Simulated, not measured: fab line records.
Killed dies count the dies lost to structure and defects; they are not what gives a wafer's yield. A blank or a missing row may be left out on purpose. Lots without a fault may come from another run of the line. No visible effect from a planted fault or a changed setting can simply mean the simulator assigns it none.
The tool behind it: which one? + flow n5_finfet + 24 wafers from 8 lots sampled at 4 of the route's 1938 steps

== WHAT THE GAUGES READ, wafer by wafer ==
N5_SPACER0_INSPECT_04: inspects for defects (darkfield).
| lot  | measured    | on                | raw_defect_count |
|------|-------------|-------------------|------------------|
| L944 | day 3 04:38 | defect_inspect-02 | 182 121 122      |
| L945 | day 3 10:56 | defect_inspect-01 | 106 96 122       |
| L953 | day 5 08:01 | defect_inspect-02 | 854 933 878      |
| L956 | day 6 07:23 | defect_inspect-02 | 829 850 851      |
| L957 | day 6 07:55 | defect_inspect-01 | 155 127 109      |
| L960 | day 7 11:49 | defect_inspect-02 | 116 113 114      |
| L965 | day 8 06:23 | defect_inspect-02 | 100 100 166      |
| L966 | day 8 15:29 | defect_inspect-01 | 208 141 138      |

== TOOL THAT RAN EACH LOT (tool first, then ch and the chambers of the sampled wafers, then the start) ==
| lot  | N5_DUMMY_GATE_ETCH_32           | N5_DUMMY_GATE_ETCH_44           | N5_SPACER0_ALD_08                |
|------|---------------------------------|---------------------------------|----------------------------------|
| L944 | rie_si-04 ch 1,2, day 3 03:02   | rie_si-04 ch 1,2, day 3 03:07   | ald_sin-03 ch 1,2,3, day 3 04:28 |
| L945 | rie_si-02 ch 1,2, day 3 09:51   | rie_si-02 ch 1,2, day 3 09:56   | ald_sin-04 ch 2,3, day 3 10:47   |
| L953 | rie_si-04 ch 0,2,3, day 5 06:56 | rie_si-04 ch 0,2,3, day 5 07:01 | ald_sin-02 ch 2,3, day 5 07:52   |
| L956 | rie_si-01 ch 0,1,3, day 6 06:04 | rie_si-01 ch 0,1,3, day 6 06:10 | ald_sin-02 ch 0,1,3, day 6 07:14 |
| L957 | rie_si-02 ch 1,2, day 6 06:11   | rie_si-02 ch 1,2, day 6 06:16   | ald_sin-04 ch 2,3, day 6 07:46   |
| L960 | rie_si-01 ch 0,1,2, day 7 10:43 | rie_si-01 ch 0,1,2, day 7 10:49 | ald_sin-04 ch 0,1,3, day 7 11:39 |
| L965 | rie_si-01 ch 0,1,3, day 8 05:17 | rie_si-01 ch 0,1,3, day 8 05:22 | ald_sin-03 ch 0,2,3, day 8 06:13 |
| L966 | rie_si-01 ch 0,1,2, day 8 14:13 | rie_si-01 ch 0,1,2, day 8 14:18 | ald_sin-02 ch 2,3, day 8 15:19   |
- N5_DUMMY_GATE_ETCH_32: etches SiO2 in CF4, target depth 3.5 nm, time 3.9 s.
- N5_DUMMY_GATE_ETCH_44: etches poly-Si in HBr/O2, stops on SiO2, target depth 127.5 nm.
- N5_SPACER0_ALD_08: deposits SiNx, target thk 2 nm.

== THE ANSWER, worked out from the rows above alone ==
Rule: what is usual is taken from the lots themselves. Put in order of their means at a reading, lots are off if they are a third of the lots or fewer, leave a main group of 4 or more, and stand apart from it by a gap of 3 or more times the standard deviation of the main group's means; of several such gaps the widest counts. The tables above print the reading to a certain number of digits; a main group whose means all agree to those digits is not used. A lot without any number at a reading at which 4 lots or more have one is off too. Any other lot the step has rows for is counted as sound.
Off: L953, L956 (N5_SPACER0_INSPECT_04, raw_defect_count). The main group: mean 130, standard deviation 18.
If a tool, at a process step before that reading, ran all the lots that are off and no sound lot after the first of them, it fits. The gauges at N5_SPACER0_INSPECT_04 are tried like those tools. None of those tried fits.

== WHAT HAD BEEN PUT IN BY THE SIMULATOR ==
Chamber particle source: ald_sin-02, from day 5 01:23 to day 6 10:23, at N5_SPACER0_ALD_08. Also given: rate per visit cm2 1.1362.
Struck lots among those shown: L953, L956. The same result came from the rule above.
